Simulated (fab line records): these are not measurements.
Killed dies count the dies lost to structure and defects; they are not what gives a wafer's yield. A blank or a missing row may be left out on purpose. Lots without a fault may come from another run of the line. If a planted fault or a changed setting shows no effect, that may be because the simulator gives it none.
8D (eight disciplines) problem report, filled in by code :: flow nand_harc :: the parts of the form that need people (team, actions taken, sign-off) are left out

== 1. PROBLEM STATEMENT ==
Mean of thk_nm at NHARC_A_ONON_D2_THK_MEAS_11: 571 nm across 6 wafers in 2 lots; on wafers with no fault it is 1005 nm (standard deviation 11). That puts it -39 standard deviations away from the usual mean.
The step: measures by ellipsometry.
First seen on wafer L231.3, day 14 10:22, on film_metro-01. The record holds 42 wafers of 14 lots with a number at this step. Rule for "out", or "out of limits": more than 4 standard deviations from the usual mean. All remaining wafers that have a number are taken as sound.

== 2. WHAT THIS IS AND IS NOT ==
question: which readings at this step
is: thk_nm
is not: -

question: which lots
is: L231, L232
is not: L226, L227, L228, L229, L239, L240, L241, L243, L244, L245, L247, L248

question: which wafers of those lots
is: all that have a number
is not: -

question: read on which gauges
is: film_metro-01, film_metro-02
is not: -

question: when
is: from day 14 10:22
is not: up to then (12 sound wafers); but 24 sound wafers of L239, L240, L241, L243, L244, L245, L247, L248 came after

== 3. WHAT RULES OUT EACH SUSPECT ==
Counting: a tool stays on the suspect list if, at a process step up to the reading, it processed all lots that are out and no sound lot following the first of them.
- the gauge at NHARC_A_ONON_D2_THK_MEAS_11 is ruled out. 2 gauges (film_metro-01, film_metro-02) read the wafers that are out.
- ald_hk-04 at NHARC_A_CHANNEL_FILL_D1_ALD_25 (deposits SiOx, target thk 60 nm, pulse time 10 s, ald cycles 600): ruled out as a lasting fault. Sound lots L243 ran on it after its first lot that is out, L231 (day 12 13:41).
- pecvd_onon-01 at NHARC_A_ONON_D2_DEP_09 (target thk 1000 nm): ruled out as a lasting fault. Sound lots L241, L243, L245, L247 ran on it after its first lot that is out, L231 (day 14 09:58).
Left after counting: nothing in the record.

== 4. THE CAUSE (what the simulator had put in) ==
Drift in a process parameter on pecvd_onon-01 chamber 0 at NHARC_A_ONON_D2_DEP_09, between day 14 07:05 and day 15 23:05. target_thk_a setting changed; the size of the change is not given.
It was ruled out by counting, in error; the rule expects a fault to strike all lots run on its tool from its start on, and this fault did not.

== 5. SEQUENCE OF EFFECTS, ordered by route ==
Each row: a reading whose mean over the struck wafers that have a number lies more than 3 standard deviations from the usual. Scope: only readings with a usual standard deviation given in the record; hours: median across lots of the time from each lot's start at the first step in this table that gives one to its start at this step; sigmas: change in usual standard deviations.
hours: 0
step: NHARC_A_ONON_D2_THK_MEAS_11
reading: thk_nm
usual: 1005 nm
on struck wafers: 571
change: -434
sigmas: -39

hours: 305
step: NHARC_END_SORT_01
reading: killed_at_array
usual: 59
on struck wafers: 674
change: +615
sigmas: +29

hours: 305
step: NHARC_END_SORT_01
reading: killed_dies
usual: 64
on struck wafers: 677
change: +613
sigmas: +29

== 6. WHAT WOULD HAVE CAUGHT IT SOONER ==
Counted from the fault's start at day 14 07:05, it took 3 hours until the first out-of-limits reading at a measuring or inspecting step in this record, taken at day 14 10:22.
